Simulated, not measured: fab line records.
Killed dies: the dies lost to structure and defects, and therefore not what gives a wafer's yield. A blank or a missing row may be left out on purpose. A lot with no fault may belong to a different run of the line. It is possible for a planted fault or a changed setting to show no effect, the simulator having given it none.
Matching of chambers + flow n5-finfet + N5_BEOL_M9_ETCH_65 on rie-diel-01 has 4 sister chambers
The step etches SiARC in CF4, target depth 15.6 nm, time 26 s. 4 wafers are shown with their chamber, then 10 later ones without.

WAFERS PAIRED WITH THEIR CHAMBERS
| wafer  | chamber | drypump-motor-current-A (A) |
|--------|---------|-----------------------------|
| L089.1 | 1       | 6.6                         |
| L089.6 | 3       | 6.6                         |
| L093.1 | 0       | 5.6                         |
| L093.4 | 2       | 5.7                         |

WAFERS WITH NO CHAMBER GIVEN
| wafer  | drypump-motor-current-A (A) |
|--------|-----------------------------|
| L093.6 | 6.6                         |
| L092.1 | 6.6                         |
| L092.3 | 5.5                         |
| L092.4 | 5.7                         |
| L095.3 | 5.7                         |
| L095.5 | 5.7                         |
| L095.6 | 6.6                         |
| L097.1 | 5.7                         |
| L097.5 | 5.7                         |
| L097.6 | 6.6                         |

WHICH CHAMBER EACH WENT THROUGH
| wafer  | from the rows above     | in truth |
|--------|-------------------------|----------|
| L093.6 | can't be placed: 1 or 3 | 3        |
| L092.1 | can't be placed: 1 or 3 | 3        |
| L092.3 | 0                       | 0        |
| L092.4 | 2                       | 2        |
| L095.3 | 2                       | 2        |
| L095.5 | 2                       | 2        |
| L095.6 | can't be placed: 1 or 3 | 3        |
| L097.1 | 2                       | 2        |
| L097.5 | 2                       | 2        |
| L097.6 | can't be placed: 1 or 3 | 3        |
6 of 10 placed correctly. Unplaceable from these rows: 4, with the true chamber sitting among the candidates in 4. Wrongly placed: 0.
How it was worked out, from the rows above alone: a wafer's distance from a chamber is the root of the sum, over the readings, of the square of ((its reading less the chamber's mean) divided by the reading's scatter). If the next closest chamber is less than 2 further off than the closest, the wafer can't be placed; otherwise it belongs to the closest. The mean given for a chamber averages the wafers shown for that chamber. The scatter: with one shown wafer a chamber, the root of the mean of the squares of how far each hidden wafer lies from its nearest shown one.
